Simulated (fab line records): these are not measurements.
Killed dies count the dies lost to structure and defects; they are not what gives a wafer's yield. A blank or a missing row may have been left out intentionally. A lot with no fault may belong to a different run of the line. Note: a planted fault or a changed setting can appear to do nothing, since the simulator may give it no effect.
Chamber matching + flow n5_finfet + N5_SDB_ALD_29 on ald_sin-03: 4 sister chambers
The step deposits SiNx, target thk 30 nm, pulse time 1 s, ald cycles 600. 7 wafers are shown with their chamber, then 8 later ones without.

## WAFERS PAIRED WITH THEIR CHAMBERS
| wafer  | chamber | heater_power_outer_w (W) | heater_power_w (W) |
|--------|---------|--------------------------|--------------------|
| L076.6 | 1       | 433                      | 744                |
| L077.1 | 1       | 432                      | 766                |
| L077.5 | 3       | 533                      | 806                |
| L079.4 | 3       | 509                      | 819                |
| L082.4 | 2       | 524                      | 875                |
| L082.6 | 0       | 485                      | 722                |
| L084.1 | 0       | 471                      | 735                |

## WAFERS WHOSE CHAMBER IS MISSING
| wafer  | heater_power_outer_w (W) | heater_power_w (W) |
|--------|--------------------------|--------------------|
| L084.3 | 507                      | 826                |
| L084.4 | 476                      | 725                |
| L089.2 | 484                      | 737                |
| L089.4 | 444                      | 744                |
| L089.6 | 519                      | 831                |
| L090.1 | 426                      | 743                |
| L090.5 | 438                      | 748                |
| L090.6 | 518                      | 818                |

## THE CHAMBER EACH PASSED THROUGH
| wafer  | from the rows above     | in truth |
|--------|-------------------------|----------|
| L084.3 | 3                       | 3        |
| L084.4 | 0                       | 0        |
| L089.2 | 0                       | 0        |
| L089.4 | can't be placed: 1 or 0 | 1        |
| L089.6 | 3                       | 3        |
| L090.1 | 1                       | 1        |
| L090.5 | 1                       | 1        |
| L090.6 | 3                       | 3        |
Correctly placed: 7 of 8. Not placeable from these rows: 1 (in 1, the candidates include the true chamber). Placed wrongly: 0.
How it was worked out, from the rows above alone: a wafer's distance from a chamber is the root of the sum, over the readings, of the square of ((its reading less the chamber's mean) divided by the reading's scatter). If the next closest chamber is less than 2 further off than the closest, the wafer can't be placed; otherwise it belongs to the closest. For every chamber, the mean is computed from those of its wafers that are shown. How the scatter is found: for the shown wafers, subtract from each reading the mean of its chamber, square and add these, divide the total by (wafers less chambers), then take the root.
